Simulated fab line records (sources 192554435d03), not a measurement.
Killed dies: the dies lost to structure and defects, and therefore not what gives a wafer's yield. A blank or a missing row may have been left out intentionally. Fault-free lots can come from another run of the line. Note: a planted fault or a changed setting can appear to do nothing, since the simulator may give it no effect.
fab line records | flow n5_finfet
record lots=5 | wafers=12 | last_day=17
route steps=1938 shown BEOL_M13@1684 BEOL_M14@1716 BEOL_M15@1830 PASSIVATION@1936
lots that met no fault: taken from a fault-free run of the same line
start_h: the number of hours between the record's first day and the start of the first shown wafer of the lot | wait_h: hours since the lot's step before | " identical to the entry in the row above | L1.1+2: a single row standing in for several wafers | - value missing, or start not given | * or withheld: withheld | < > ~ a bound
route shown NAME@n: a module of which the file shows steps, and the number in the route of the first | usual: mean/standard deviation of fault-free wafers | same: alike in all rows | chamber/n: place in a boat | sites: each site's reading | _std_site: how widely they spread, as a standard deviation | _edge_site: inner sites' mean taken away from outer sites' mean | radius_mm: for every site, how far away it sits from the centre of the wafer | mask NAME#n: copy n | behind: the most recent tool/chamber to have shaped the wafer | hold: why the lot went on hold/how many hours it stayed there/how the hold came to an end | device: the transistor (n, p or np) that didn't switch | end of line: at the end of the route, the tests of the same wafers | step lacking rows: just its recipe | killed: not the wafer's yield, but the dies lost to structure and defects at the first sort | map: per-die view of a wafer (x killed, . not killed, _ where there is no die)
set.NAME: the setting as run; set.NAME@STEP: as run at that earlier step | model.NAME: the simulator's own value behind a step, which no gauge read
lots at selected steps of the route; one table per step, one row per wafer
services: when a tool's chamber went out of use (start_h, in hours from the record's first day, below 0 if earlier), for how many hours, and the reason
## steps
# step N5_BEOL_M13_SOFTBAKE_23
# recipe temp_c=130 | time_s=60
# step N5_BEOL_M13_EXPOSE_25
# recipe mask_id=M13 | na=0.93 | source_shape=conventional | sigma_outer=0.4 | polarization=unpolarized | target_cd_nm=210 | dose_mj=22
# step N5_BEOL_M13_PEB_26
# recipe peb_temp_c=130 | peb_time_s=90
# step N5_BEOL_M13_DEVELOP_27
# recipe develop_time_s=45 | rinse_liquid=diw | dry=air_spin | dev_temp_c=21
# step N5_BEOL_M13_HARDBAKE_32
# recipe temp_c=130 | time_s=120
# step N5_BEOL_M13_DESCUM_33
# recipe chemistry=O2 | time_s=7.9 | source_power_w=50 | bias_power_w=20 | pressure_mtorr=20 | rf_frequency_hz=2.712e+07 | temp_c=40 | o2_flow_sccm=225
# step N5_BEOL_M13_ETCH_67
# recipe chemistry=CF4 | target=SiARC | target_depth_a=1430 | time_s=238.3 | ion_energy_ev=80 | pressure_mtorr=40 | source_w=545 | bias_w=36 | Ar_flow_sccm=100 | cf4_flow_sccm=100 | ends=cleared
# step N5_BEOL_M13_ETCH_68
# recipe chemistry=N2/H2 | target=SOC | mask_material=SiARC | source_w=3000 | bias_w=350 | temp_c=40 | time_s=355 | ion_energy_ev=200 | pressure_mtorr=30 | n2_flow_sccm=200 | h2_flow_sccm=200
# step N5_BEOL_M13_STRIP_69
# recipe chemistry=N2/H2 | temp_c=40 | n2_flow_sccm=200 | h2_flow_sccm=200 | rf_frequency_hz=6e+07
# step N5_BEOL_M13_TRENCH_ETCH_34
# recipe chemistry=C4F8/O2/Ar | target=SiOC | target_depth_a=4134.7 | mask_material=SOC | pressure_mtorr=30 | source_w=3000 | bias_w=700 | Ar_flow_sccm=400 | C4F8_flow_sccm=15 | O2_flow_sccm=8 | he_inner_torr=15 | he_outer_torr=30 | time_s=162.6 | ion_energy_ev=250
# usual drypump_motor_current_A=5.9/0.33 | oes_product_au=0.81/0.083 | rf_vpp_V=665.8/1.6 | showerhead_plenum_p_Torr=3.43/0.057 | throttle_valve_pct=24.16/0.24
lot.wafer | tool        | chamber | start_h | wait_h | drypump_motor_current_A | oes_product_au | rf_hours_counter_h | rf_vpp_V | showerhead_plenum_p_Torr | throttle_valve_pct | model.etch.depth_nm
L562.2    | rie_diel-01 | 2       | 281.19  | 0.0    | 5.5                     | 0.66           | 247                | 667.5    | 3.49                     | 24.47              | 405.5
L562.5    | "           | 0       | "       | "      | 6.3                     | 0.92           | -                  | 666.7    | 3.48                     | 23.74              | 417.7
L562.6    | "           | 1       | "       | "      | 5.9                     | 0.95           | -                  | 664.0    | 3.36                     | 23.94              | 418.7
L564.1    | rie_diel-02 | 1       | 283.09  | 0.0    | 6.3                     | 0.71           | 207                | 663.2    | 3.38                     | 24.50              | 416
L564.3    | "           | 2       | "       | "      | 6.3                     | 0.89           | 39                 | 668.4    | 3.48                     | 24.30              | 426.8
L564.6    | "           | 2       | "       | "      | 6.3                     | 0.89           | -                  | 665.6    | 3.48                     | 24.30              | 424.2
L571.4    | rie_diel-02 | 2       | 346.40  | 0.0    | 6.3                     | 0.87           | 57                 | 666.8    | 3.47                     | 24.35              | 626
L571.5    | "           | 3       | "       | "      | 5.7                     | 0.71           | -                  | 663.7    | 3.40                     | 24.00              | 408.3
L576.2    | rie_diel-02 | 1       | 365.36  | 0.0    | 6.3                     | 0.70           | 232                | 664.6    | 3.37                     | 24.50              | 418.2
L576.6    | "           | 1       | "       | "      | 6.4                     | 0.69           | -                  | 663.6    | 3.37                     | 24.52              | 611.4
L578.5    | rie_diel-02 | 0       | 386.82  | 0.1    | 5.4                     | 0.74           | -                  | 663.7    | 3.42                     | 24.25              | 417.4
L578.6    | "           | 3       | "       | "      | 5.7                     | 0.70           | -                  | 664.3    | 3.39                     | 24.02              | 598.3
# step N5_BEOL_M13_STRIP_70
# recipe chemistry=C4F8/O2/Ar | resist=SiARC | rf_frequency_hz=6e+07
# step N5_BEOL_M13_OCD_MEAS_35
# usual trench_depth_nm=415/5.2
lot.wafer | tool   | chamber | start_h | wait_h | trench_depth_nm
L562.2    | ocd-01 | -       | 281.37  | 0.0    | 405
L562.5    | "      | -       | "       | "      | 417
L562.6    | "      | -       | "       | "      | 419
L564.1    | ocd-01 | -       | 283.26  | 0.0    | 417
L564.3    | "      | -       | "       | "      | 427
L564.6    | "      | -       | "       | "      | 424
L571.4    | ocd-01 | -       | 346.58  | 0.0    | 626
L571.5    | "      | -       | "       | "      | 408
L576.2    | ocd-02 | -       | 365.54  | 0.0    | 418
L576.6    | "      | -       | "       | "      | 611
L578.5    | ocd-01 | -       | 386.94  | 0.0    | 418
L578.6    | "      | -       | "       | "      | 598
# step N5_BEOL_M13_STRIP_37
# recipe chemistry=N2/H2 | power_w=1000 | temp_c=250 | h2_frac=0.65 | overash_fraction=0.3 | pressure_mtorr=withheld | n2_flow_sccm=1750 | h2_flow_sccm=3250
# step N5_BEOL_M13_ETCH_38
# recipe chemistry=CF4/N2 | target=SiCN | target_depth_a=675 | taper_deg=2 | time_s=71.9 | ion_energy_ev=150 | mask_material=SiO2 | pressure_mtorr=40 | source_w=430 | bias_w=70 | Ar_flow_sccm=100 | cf4_flow_sccm=60 | n2_flow_sccm=60
# step N5_BEOL_M13_PRECLEAN_39
# recipe chemistry=residue_remover | time_s=60 | temp_c=40
# step N5_BEOL_M13_SRD_40
# recipe time_s=30 | temp_c=23 | rinse_liquid=diw | dry=n2_spin | spin_rpm=1500 | dry_time_s=30
# step N5_BEOL_M13_DEGAS_41
# recipe ambient=vacuum | temp_c=250 | time_s=60
# step N5_BEOL_M13_PRE_CLEAN_42
# recipe gas=H2/He | time_s=30 | temp_c=250
# step N5_BEOL_M13_SPUTTER_43
# recipe material=TaN | target_thk_a=150 | temp_c=50 | bias_v=168.6 | power_w=15000 | chamber_pressure_pa=0.12 | time_s=24.19
# step N5_BEOL_M13_SPUTTER_44
# recipe material=Ta | target_thk_a=100 | temp_c=50 | bias_v=80 | power_w=15000 | chamber_pressure_pa=0.07 | time_s=16.13
# step N5_BEOL_M13_SPUTTER_45
# recipe material=Cu | target_thk_a=800 | temp_c=-20 | bias_v=60 | power_w=26000 | chamber_pressure_pa=0.13 | time_s=13.33
# step N5_BEOL_M13_ECD_47
# recipe material=Cu | target_thk_a=9360
# step N5_BEOL_M13_ANNEAL_48
# recipe temp_c=225 | time_s=90 | ambient=N2
# step N5_BEOL_M13_CMP_49
# recipe stop_on=SiOC | t_overpolish_s=17.1 | down_force_psi=1 | platen_rpm=50 | clearing_platen_down_force_psi=1.5 | clearing_platen_rpm=50 | post_cmp_clean=cu_alkaline | target_thk_nm=420 | clearing_platen_pad_velocity_m_s=0.99484 | pad_velocity_m_s=0.99484
# usual barrier_field_endpoint_s=30.4/0.69 | head_pressure_psi=1.0000/0.0021 | motor_current_A=5.9/0.76 | overpolish_run_s=17.100/0.0094
lot.wafer | tool   | chamber | start_h | wait_h | barrier_field_endpoint_s | head_pressure_psi | motor_current_A | overpolish_run_s | model.Cu_of_BEOL_M13_ECD_47.thk_nm
L562.2    | cmp-01 | 0       | 283.42  | 0.2    | 31.2                     | 1.0019            | 6.5             | 17.096           | 414.2
L562.6    | "      | 3       | "       | "      | 31.6                     | 0.9981            | 5.0             | 17.104           | 427.6
L562.5    | "      | 0       | "       | "      | 30.1                     | 1.0011            | 6.4             | 17.100           | 425.4
L564.1    | cmp-02 | 0       | 285.26  | 0.3    | 29.6                     | 0.9976            | 6.4             | 17.108           | 422.8
L564.3    | "      | 2       | "       | "      | 29.6                     | 1.0004            | 5.6             | 17.097           | 434
L564.6    | "      | 0       | "       | "      | 29.4                     | 0.9992            | 6.4             | 17.096           | 430.8
L571.4    | cmp-02 | 3       | 351.17  | 0.2    | 30.7                     | 1.0004            | 6.0             | 17.103           | 632.6
L571.5    | "      | 3       | "       | "      | 30.6                     | 0.9981            | 5.7             | 17.103           | 414.6
L576.2    | cmp-01 | 1       | 368.85  | 0.2    | 31.1                     | 1.0034            | 6.1             | 17.110           | 424.8
L576.6    | "      | 1       | "       | "      | 30.6                     | 1.0026            | 6.2             | 17.100           | 617.8
L578.5    | cmp-02 | 1       | 389.47  | 0.2    | 30.0                     | 1.0025            | 5.6             | 17.098           | 424
L578.6    | "      | 2       | "       | "      | 29.6                     | 1.0017            | 5.6             | 17.098           | 603.8
# step N5_BEOL_M13_THK_MEAS_50
# recipe thk_meas_gauge=xrf | reads=Cu_of_BEOL_M13_ECD_47
# usual M13_THK=417/6.5
lot.wafer | tool          | chamber | start_h | wait_h | M13_THK[nm]
L562.2    | film_metro-02 | -       | 283.67  | -      | 412
L562.5    | "             | -       | "       | "      | 426
L562.6    | "             | -       | "       | "      | 428
L564.1    | film_metro-02 | -       | 285.55  | -      | 417
L564.3    | "             | -       | "       | "      | 427
L564.6    | "             | -       | "       | "      | 425
L571.4    | film_metro-01 | -       | 351.44  | -      | 618
L571.5    | "             | -       | "       | "      | 406
L576.2    | film_metro-02 | -       | 369.15  | -      | 424
L576.6    | "             | -       | "       | "      | 619
L578.5    | film_metro-01 | -       | 389.62  | -      | 417
L578.6    | "             | -       | "       | "      | 589
# step N5_BEOL_M13_PRE_CLEAN_52
# recipe gas=NH3 | time_s=15 | temp_c=withheld | rf_power_w=300
# step N5_BEOL_M13_DEP_53
# recipe material=SiCN | target_thk_a=500 | temp_c=withheld | precursor=3MS/NH3 | pressure_torr=3 | rf_w=675 | time_s=17.8
# step N5_BEOL_M13_RS_MEAS_54
# recipe thk_meas_gauge=four-point-probe | reads=Cu_of_BEOL_M13_ECD_47+Ta_of_BEOL_M13_SPUTTER_44+TaN_of_BEOL_M13_SPUTTER_43
# usual M13_RS=0.0447/0.00058
lot.wafer | tool          | chamber | start_h | wait_h | M13_RS[ohm/sq]
L562.2    | film_metro-02 | -       | 283.80  | 0.1    | 0.0455
L562.5    | "             | -       | "       | "      | 0.0443
L562.6    | "             | -       | "       | "      | 0.0441
L564.1    | film_metro-01 | -       | 285.68  | 0.0    | 0.0447
L564.3    | "             | -       | "       | "      | 0.0433
L564.6    | "             | -       | "       | "      | 0.0438
L571.4    | film_metro-01 | -       | 351.56  | 0.0    | 0.0295
L571.5    | "             | -       | "       | "      | 0.0454
L576.2    | film_metro-02 | -       | 369.27  | 0.1    | 0.0443
L576.6    | "             | -       | "       | "      | 0.0302
L578.5    | film_metro-01 | -       | 389.77  | 0.0    | 0.0444
L578.6    | "             | -       | "       | "      | 0.0310
# step N5_BEOL_M14_ILD_DEP_00
# recipe material=SiO2 | target_thk_a=11193 | temp_c=400 | precursor=TEOS/O2 | pressure_torr=6.5 | rf_w=900 | teos_flow_sccm=161.4 | gas=O2 | flow_sccm=2650 | time_s=237.4
# step N5_BEOL_M14_COAT_58
# recipe resist=BARC | temp_c=205 | time_s=60 | spin_rpm=1500 | resist_thk_nm=89
# step N5_BEOL_M14_COAT_04
# recipe spin_rpm=1704 | resist_thk_nm=800
# step N5_BEOL_M14_EBR_06
# recipe solvent=PGMEA | ebr_width_mm=1.5
# step N5_BEOL_M14_SOFTBAKE_05
# recipe temp_c=130 | time_s=60
# step N5_BEOL_M14_EXPOSE_07
# recipe mask_id=V13 | na=0.8 | source_shape=annular | sigma_inner=0.5 | sigma_outer=0.8 | polarization=unpolarized | attpsm_phase_deg=180 | dose_mj=57
# step N5_BEOL_M14_PEB_08
# recipe peb_temp_c=130 | peb_time_s=90
# step N5_BEOL_M14_DEVELOP_09
# recipe develop_time_s=45 | rinse_liquid=diw | dry=air_spin | dev_temp_c=21
# step N5_BEOL_M14_HARDBAKE_14
# recipe temp_c=130 | time_s=120
# step N5_BEOL_M15_RC_MEAS_101
# usual COMB_M10=1.47e-11/2.8e-12 | COMB_M11=1.42e-11/2.7e-12 | COMB_M12=6.4e-12/1.4e-12 | COMB_M14=3.6e-12/8.5e-13 | COMB_M15=2.6e-12/6.2e-13 | COMB_M5=3.7e-11/7.2e-12 | COMB_M6=2.6e-11/6.1e-12 | COMB_M7=2.6e-11/5.7e-12 | COMB_M8=2.7e-11/5.1e-12 | COMB_M9=1.42e-11/2.7e-12 | SERP_M10=3.05/0.061 | SERP_M11=3.05/0.063 | SERP_M12=0.640/0.011 | SERP_M13=0.306/0.0053 | SERP_M13_max_site=0.309/0.0056 | SERP_M14=0.161/0.0033 | SERP_M5=38.8/1.6 | SERP_M6=13.7/0.35 | SERP_M7=13.6/0.42 | SERP_M7_max_site=14.1/0.5 | SERP_M8=13.8/0.51 | SERP_M9=3.06/0.07
lot.wafer | tool      | chamber | start_h | wait_h | COMB_M10[S/m] | COMB_M11[S/m] | COMB_M12[S/m] | COMB_M14[S/m] | COMB_M15[S/m] | COMB_M5[S/m] | COMB_M6[S/m] | COMB_M7[S/m] | COMB_M8[S/m] | COMB_M9[S/m] | SERP_M10[ohm/um] | SERP_M11[ohm/um] | SERP_M12[ohm/um] | SERP_M13[ohm/um] | SERP_M13_max_site[ohm/um] | SERP_M14[ohm/um] | SERP_M5[ohm/um] | SERP_M6[ohm/um] | SERP_M7[ohm/um] | SERP_M7_max_site[ohm/um] | SERP_M8[ohm/um] | SERP_M9[ohm/um]
L562.2    | prober-02 | 0       | 297.89  | 0.2    | 1.17e-11      | 1.83e-11      | 5.8e-12       | 3.9e-12       | 2.6e-12       | 2.7e-11      | 2.4e-11      | 3.8e-11      | 2.4e-11      | 1.38e-11     | 3.09             | 3.09             | 0.622            | 0.311            | 0.316                     | 0.158            | 36.2            | 13.2            | 13.7            | 14.4                     | 14.4            | 3.00
L562.5    | "         | 0       | "       | "      | 1.43e-11      | 1.82e-11      | 7.4e-12       | 4.1e-12       | 3.1e-12       | 1.9e-11      | 2.3e-11      | 4.8e-11      | 2.3e-11      | 1.05e-11     | 3.05             | 3.09             | 0.627            | 0.304            | 0.305                     | 0.155            | 37.2            | 13.4            | 13.5            | 14.1                     | 14.1            | 2.97
L562.6    | "         | 0       | "       | "      | 1.74e-11      | 1.09e-11      | 6.6e-12       | 5.4e-12       | 3.2e-12       | 3.9e-11      | 2.3e-11      | 2.9e-11      | 2.3e-11      | 1.46e-11     | 2.99             | 3.06             | 0.631            | 0.300            | 0.301                     | 0.153            | 37.9            | 13.2            | 12.8            | 13.3                     | 13.7            | 2.99
L564.1    | prober-01 | 0       | 298.21  | 0.1    | 1.47e-11      | 1.42e-11      | 4.7e-12       | 2.9e-12       | 3.1e-12       | 3.4e-11      | 2.6e-11      | 3.4e-11      | 4.5e-11      | 1.48e-11     | 2.99             | 3.03             | 0.637            | 0.303            | 0.307                     | 0.162            | 36.9            | 13.5            | 14.1            | 14.4                     | 13.5            | 3.15
L564.3    | "         | 0       | "       | "      | 1.47e-11      | 9.7e-12       | 5.1e-12       | 3.6e-12       | 2.7e-12       | 3.2e-11      | 2.1e-11      | 2.9e-11      | 2.3e-11      | 1.1e-11      | 3.02             | 3.07             | 0.637            | 0.294            | 0.296                     | 0.157            | 36.0            | 13.6            | 13.9            | 14.4                     | 13.5            | 2.99
L564.6    | "         | 0       | "       | "      | 1.65e-11      | 1.33e-11      | 6.2e-12       | 3.9e-12       | 2.9e-12       | 3.3e-11      | 2.1e-11      | 2.2e-11      | 2.9e-11      | 1.45e-11     | 2.96             | 3.03             | 0.620            | 0.295            | 0.297                     | 0.163            | 36.7            | 13.8            | 13.6            | 14.0                     | 13.2            | 3.05
L571.4    | prober-02 | 0       | 365.63  | 0.5    | 1.62e-11      | 1.34e-11      | 5.5e-12       | 3.6e-12       | 2.3e-12       | 5.3e-11      | 3e-11        | 2.8e-11      | 3.2e-11      | 1.59e-11     | 2.96             | 3.00             | 0.655            | 0.198            | 0.200                     | 0.163            | 37.7            | 14.0            | 13.7            | 14.2                     | 13.9            | 2.99
L571.5    | "         | 0       | "       | "      | 1.64e-11      | 1.82e-11      | 5.2e-12       | 5e-12         | 1.8e-12       | 4.4e-11      | 2.3e-11      | 3.2e-11      | 4.1e-11      | 1.71e-11     | 3.00             | 2.93             | 0.640            | 0.312            | 0.317                     | 0.163            | 39.6            | 14.3            | 13.4            | 13.8                     | 13.6            | 3.04
L576.2    | prober-01 | 0       | 382.33  | 0.2    | 1.16e-11      | 1.52e-11      | 5.9e-12       | 4.9e-12       | 1.8e-12       | 3e-11        | 2.6e-11      | 2.4e-11      | 3.5e-11      | 1.52e-11     | 3.09             | 3.13             | 0.641            | 0.300            | 0.305                     | 0.153            | 40.0            | 12.8            | 13.3            | 13.7                     | 13.5            | 2.99
L576.6    | "         | 0       | "       | "      | 1.63e-11      | 1.59e-11      | 6.8e-12       | 2.9e-12       | 1.7e-12       | 3.2e-11      | 1.6e-11      | 2.2e-11      | 2.2e-11      | 1.26e-11     | 3.15             | 3.11             | 0.644            | 0.205            | 0.209                     | 0.157            | 39.2            | 13.3            | 13.7            | 14.7                     | 13.7            | 3.00
L578.5    | prober-01 | 0       | 404.78  | 0.6    | 1.6e-11       | 1.12e-11      | 4e-12         | 2.7e-12       | 1.9e-12       | 3.4e-11      | 2.7e-11      | 2e-11        | 2.3e-11      | 1.61e-11     | 3.04             | 3.06             | 0.652            | 0.302            | 0.304                     | 0.163            | 40.7            | 13.7            | 13.4            | 13.9                     | 13.2            | 3.02
L578.6    | "         | 0       | "       | "      | 1.71e-11      | 1.44e-11      | 7.3e-12       | 2.9e-12       | 2.4e-12       | 3.9e-11      | 2.4e-11      | 2.8e-11      | 3.5e-11      | 1.34e-11     | 2.99             | 3.11             | 0.633            | 0.211            | 0.214                     | 0.160            | 38.8            | 14.0            | 14.0            | 14.4                     | 14.6            | 2.93
# sites SERP_M13 radius_mm=0,75,75,75,75,140,140,140,140
L562.2 0.308 0.310 0.312 0.311 0.309 0.316 0.313 0.311 0.312
L564.1 0.302 0.305 0.307 0.304 0.303 0.302 0.301 0.301 0.303
L571.4 0.198 0.199 0.200 0.198 0.199 0.197 0.198 0.198 0.199
L576.2 0.305 0.301 0.301 0.302 0.300 0.298 0.300 0.298 0.300
L578.5 0.299 0.302 0.300 0.302 0.301 0.303 0.304 0.304 0.303
# step N5_PASSIVATION_PROBE_49
# usual defect_limited_yield=91.4/1.6 | killed_at_M0_to_M3=34/12 | killed_at_M4_up=13/5.2 | killed_at_contacts=11/5.5 | killed_at_front_end=40/13 | killed_at_other=3.4/2.7 | killed_dies=102/19 | killed_open=66/15 | killed_short=33/7.9 | sort_bin_5_function=5.1/1.1 | sort_bin_6_memory=3.2/0.7 | sort_n_pass=1078/19 | sort_yield_pct=91.4/1.6
# same gross_dies=1180 | killed_at_back_side=0 | sort_bin_4_leakage[%]=0 | sort_bin_8_speed[%]=0
lot.wafer | tool      | chamber | start_h | wait_h | defect_limited_yield[%] | killed_at_M0_to_M3 | killed_at_M4_up | killed_at_contacts | killed_at_front_end | killed_at_other | killed_dies | killed_open | killed_short | sort_bin_5_function[%] | sort_bin_6_memory[%] | sort_n_pass | sort_yield_pct[%]
L562.2    | prober-01 | -       | 310.83  | 0.1    | 87.8                    | 57                 | 16              | 5                  | 62                  | 4               | 144         | 103         | 41           | 7.9                    | 4.2                  | 1036        | 87.8
L562.5    | prober-01 | -       | 310.98  | 0.2    | 92.4                    | 31                 | 16              | 5                  | 37                  | 1               | 90          | 61          | 29           | 5.1                    | 2.3                  | 1090        | 92.4
L562.6    | prober-01 | -       | 311.03  | 0.3    | 92.8                    | 31                 | 17              | 9                  | 25                  | 3               | 85          | 65          | 20           | 4.3                    | 2.8                  | 1095        | 92.8
L564.1    | prober-02 | -       | 311.21  | 0.0    | 92.2                    | 16                 | 33              | 13                 | 28                  | 2               | 92          | 59          | 31           | 4.7                    | 2.5                  | 1088        | 92.2
L564.3    | prober-02 | -       | 311.31  | 0.1    | 91.9                    | 25                 | 18              | 8                  | 32                  | 13              | 96          | 64          | 29           | 4.3                    | 3.6                  | 1084        | 91.9
L564.6    | prober-02 | -       | 311.46  | 0.3    | 94.7                    | 18                 | 18              | 6                  | 15                  | 6               | 63          | 39          | 18           | 3.1                    | 2.1                  | 1117        | 94.7
L571.4    | prober-01 | -       | 381.16  | 0.2    | 89.0                    | 60                 | 15              | 7                  | 45                  | 3               | 130         | 88          | 42           | 6.6                    | 4.0                  | 1050        | 89.0
L571.5    | prober-01 | -       | 381.21  | 0.2    | 88.9                    | 45                 | 20              | 12                 | 50                  | 4               | 131         | 86          | 42           | 6.5                    | 3.8                  | 1049        | 88.9
L576.2    | prober-01 | -       | 400.66  | 0.1    | 90.2                    | 32                 | 10              | 18                 | 52                  | 4               | 116         | 81          | 35           | 5.3                    | 4.2                  | 1064        | 90.2
L576.6    | prober-01 | -       | 400.86  | 0.3    | 93.1                    | 27                 | 4               | 11                 | 39                  | 1               | 82          | 58          | 24           | 4.0                    | 2.8                  | 1098        | 93.1
L578.5    | prober-01 | -       | 417.86  | 0.2    | 93.1                    | 23                 | 2               | 10                 | 42                  | 4               | 81          | 52          | 29           | 4.7                    | 1.8                  | 1099        | 93.1
L578.6    | prober-01 | -       | 417.91  | 0.3    | 92.3                    | 26                 | 4               | 15                 | 43                  | 3               | 91          | 56          | 34           | 4.3                    | 3.1                  | 1089        | 92.3
# killed by level:class
L562.2 BEOL_M0_SAQP:geometric_particle:open=23 FIN_SAQP:geometric_particle:open=16 FIN_SAQP:geometric_particle:short=14 BEOL_M4:geometric_particle:open=12 BEOL_M0_SAQP:geometric_particle:short=10 DUMMY_GATE:geometric_particle:open=7 BEOL_M1:geometric_particle:open=7 STI_FIN_REVEAL:geometric_particle:open=6
L562.5 BEOL_M4:geometric_particle:open=14 BEOL_M3:geometric_particle:open=10 FIN_SAQP:geometric_particle:open=9 FIN_SAQP:geometric_particle:short=8 STARTING-WAFER:geometric_particle:short=6 BEOL_M2:geometric_particle:open=5 STI_FIN_REVEAL:geometric_particle:open=4 MOL_CONTACT_COAG:geometric_particle:open=4
L562.6 BEOL_M3:geometric_particle:open=12 FIN_SAQP:geometric_particle:open=7 MOL_CONTACT_COAG:geometric_particle:open=7 BEOL_M4:geometric_particle:open=7 BEOL_M0_SAQP:geometric_particle:open=6 BEOL_M2:geometric_particle:open=5 FIN_SAQP:geometric_particle:short=4 BEOL_M0_SAQP:geometric_particle:short=4
L564.1 BEOL_M4:geometric_particle:open=19 MOL_CONTACT_COAG:geometric_particle:open=11 BEOL_M0_SAQP:geometric_particle:short=7 STI_FIN_REVEAL:geometric_particle:open=5 GATE_CUT:geometric_particle:short=4 BEOL_M0_SAQP:geometric_particle:open=4 STARTING-WAFER:geometric_particle:short=4 FIN_SAQP:geometric_particle:open=3
L564.3 STI_FIN_REVEAL:geometric_particle:open=8 MOL_CONTACT_COAG:geometric_particle:open=8 BEOL_M0_SAQP:geometric_particle:open=7 FIN_SAQP:geometric_particle:short=5 BEOL_M0_SAQP:geometric_particle:short=5 BEOL_M1:geometric_particle:open=5 BEOL_M6:geometric_particle:open=5 MIM_TOP:geometric_particle:open=5
L564.6 BEOL_M0_SAQP:geometric_particle:open=7 BEOL_M4:geometric_particle:open=6 MOL_CONTACT_COAG:geometric_particle:open=5 FIN_SAQP:geometric_particle:open=4 BEOL_M0_SAQP:geometric_particle:short=4 STI_FIN_REVEAL:geometric_particle:open=3 GATE_CUT:geometric_particle:short=3 BEOL_M7:geometric_particle:open=3
L571.4 FIN_SAQP:geometric_particle:open=12 BEOL_M0_SAQP:geometric_particle:open=12 BEOL_M0_SAQP:geometric_particle:short=12 BEOL_M1:geometric_particle:open=11 BEOL_M3:geometric_particle:open=10 FIN_SAQP:geometric_particle:short=6 STI_FIN_REVEAL:geometric_particle:open=6 MOL_CONTACT_COAG:geometric_particle:open=6
L571.5 FIN_SAQP:geometric_particle:short=11 FIN_SAQP:geometric_particle:open=11 BEOL_M0_SAQP:geometric_particle:open=11 BEOL_M1:geometric_particle:open=11 STI_FIN_REVEAL:geometric_particle:open=10 MOL_CONTACT_COAG:geometric_particle:open=9 BEOL_M0_SAQP:geometric_particle:short=8 BEOL_M4:geometric_particle:open=8
L576.2 FIN_SAQP:geometric_particle:open=16 FIN_SAQP:geometric_particle:short=15 MOL_CONTACT_COAG:geometric_particle:open=14 BEOL_M2:geometric_particle:open=11 STI_FIN_REVEAL:geometric_particle:open=8 BEOL_M0_SAQP:geometric_particle:short=7 GATE_CUT:geometric_particle:open=5 BEOL_M0_SAQP:geometric_particle:open=5
L576.6 STI_FIN_REVEAL:geometric_particle:open=9 MOL_CONTACT_COAG:geometric_particle:open=9 DUMMY_GATE:geometric_particle:open=8 BEOL_M2:geometric_particle:open=6 BEOL_M1:geometric_particle:open=5 FIN_SAQP:geometric_particle:short=4 FIN_SAQP:geometric_particle:open=4 BEOL_M0_SAQP:geometric_particle:open=4
L578.5 BEOL_M0_SAQP:geometric_particle:open=10 FIN_SAQP:geometric_particle:open=9 MOL_CONTACT_COAG:geometric_particle:open=9 FIN_SAQP:geometric_particle:short=8 STI_FIN_REVEAL:geometric_particle:open=5 STARTING-WAFER:geometric_particle:open=5 BEOL_M0_SAQP:geometric_particle:short=5 ILD0:geometric_particle:open=3
L578.6 FIN_SAQP:geometric_particle:short=11 MOL_CONTACT_COAG:geometric_particle:open=11 BEOL_M1:geometric_particle:open=7 DUMMY_GATE:geometric_particle:open=6 BEOL_M0_SAQP:geometric_particle:open=6 FIN_SAQP:geometric_particle:open=5 ILD0:geometric_particle:open=5 MOL_CONTACT_COAG:geometric_particle:short=4
## services
tool        | chamber | start_h | hours | kind
rie_diel-02 | -       | 275.29  | 0.6   | repair
cmp-01      | -       | 277.20  | 1.9   | repair
cmp-02      | -       | 288.98  | 0.9   | repair
rie_diel-01 | 2       | 290.98  | -     | clean
rie_diel-01 | 2       | 290.98  | -     | consumable_replace:focus_ring
rie_diel-01 | 2       | 290.98  | 20.7  | scheduled_down
rie_diel-01 | 2       | 290.98  | 20.7  | vent_cycle
cmp-01      | -       | 292.69  | 1.4   | repair
cmp-01      | -       | 298.24  | 4.0   | pm
cmp-01      | -       | 302.24  | -     | consumable_replace:conditioner
cmp-01      | -       | 302.24  | -     | consumable_replace:pad
rie_diel-02 | -       | 303.01  | 0.5   | repair
rie_diel-01 | 0       | 311.36  | 5.4   | repair
cmp-01      | -       | 314.04  | 0.4   | repair
rie_diel-01 | -       | 338.55  | 0.3   | repair
cmp-02      | -       | 341.88  | 5.1   | pm
cmp-01      | -       | 347.00  | 11.2  | pm
rie_diel-02 | 2       | 361.69  | 4.1   | repair
cmp-02      | -       | 365.98  | 6.9   | pm
rie_diel-02 | 3       | 376.49  | 1.6   | repair
rie_diel-01 | 1       | 377.45  | 5.0   | repair
rie_diel-01 | 3       | 382.03  | 6.1   | repair
## key
first_sign step=N5_BEOL_M13_OCD_MEAS_35 | reading=trench_depth_nm | direction=up | sigmas=38 | usual=415 | struck=612
effect step=N5_BEOL_M13_THK_MEAS_50 | reading=M13_THK | direction=up | sigmas=29 | usual=417 | struck=608
effect step=N5_BEOL_M13_RS_MEAS_54 | reading=M13_RS | direction=down | sigmas=25 | usual=0.0447 | struck=0.0302
effect step=N5_BEOL_M15_RC_MEAS_101 | reading=SERP_M13 | direction=down | sigmas=19 | usual=0.306 | struck=0.205
model_effect step=N5_BEOL_M13_TRENCH_ETCH_34 | value=etch.depth_nm | without=417.5 | struck=611.9
model_effect step=N5_BEOL_M13_CMP_49 | value=Cu_of_BEOL_M13_ECD_47.thk_nm | without=423.7 | struck=618.1
met_at N5_BEOL_M13_TRENCH_ETCH_34
struck_wafers L571.4,L576.6,L578.6
onset_between 283.09 346.40
fault kind=process_parameter_drift | tool=rie_diel-02 | chamber=- | onset_h=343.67 | steps=N5_BEOL_M13_TRENCH_ETCH_34 | channel=time_s | offset=* | shape=step | end_h=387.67 | scope=struck_wafers_only | acts_in=* | stated=*
